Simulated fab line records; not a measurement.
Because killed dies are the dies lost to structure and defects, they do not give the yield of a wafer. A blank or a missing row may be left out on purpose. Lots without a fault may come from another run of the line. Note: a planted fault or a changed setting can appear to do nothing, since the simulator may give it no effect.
Chamber matching | flow nandHarc | aldHk-02 running NHARC_A_WL_FILL_ALD_00: 4 sister chambers
The step deposits Al2O3, target thk 3 nm, pulse time 3 s, ald cycles 30. 4 wafers are shown with their chamber, then 7 later ones without.

## WAFERS, EACH WITH ITS CHAMBER
wafer  | chamber | heaterPowerW (W)
L524.6 | 3       | 437
L523.5 | 0       | 449
L530.1 | 1       | 481
L530.2 | 2       | 377

## WAFERS WITHOUT THEIR CHAMBER
wafer  | heaterPowerW (W)
L530.5 | 443
L532.2 | 377
L532.3 | 480
L532.5 | 439
L533.1 | 432
L533.2 | 373
L533.3 | 448

## WHICH CHAMBER EACH WENT THROUGH
wafer  | from the rows above     | in truth
L530.5 | can't be placed: 0 or 3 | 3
L532.2 | 2                       | 2
L532.3 | 1                       | 1
L532.5 | 3                       | 3
L533.1 | 3                       | 3
L533.2 | 2                       | 2
L533.3 | 0                       | 0
6 of 7 placed correctly. From these rows, 1 cannot be placed; in 1 the true chamber is one of the candidates. 0 placed wrongly.
How it was worked out, from the rows above alone: a wafer's distance from a chamber is the root of the sum, over the readings, of the square of ((its reading less the chamber's mean) divided by the reading's scatter). The wafer belongs to the nearest chamber; if the next one is less than 2 further off, it can't be placed. The mean given for a chamber averages the wafers shown for that chamber. The scatter: root of mean squared gap, hidden wafer to nearest shown wafer, with one shown wafer a chamber.
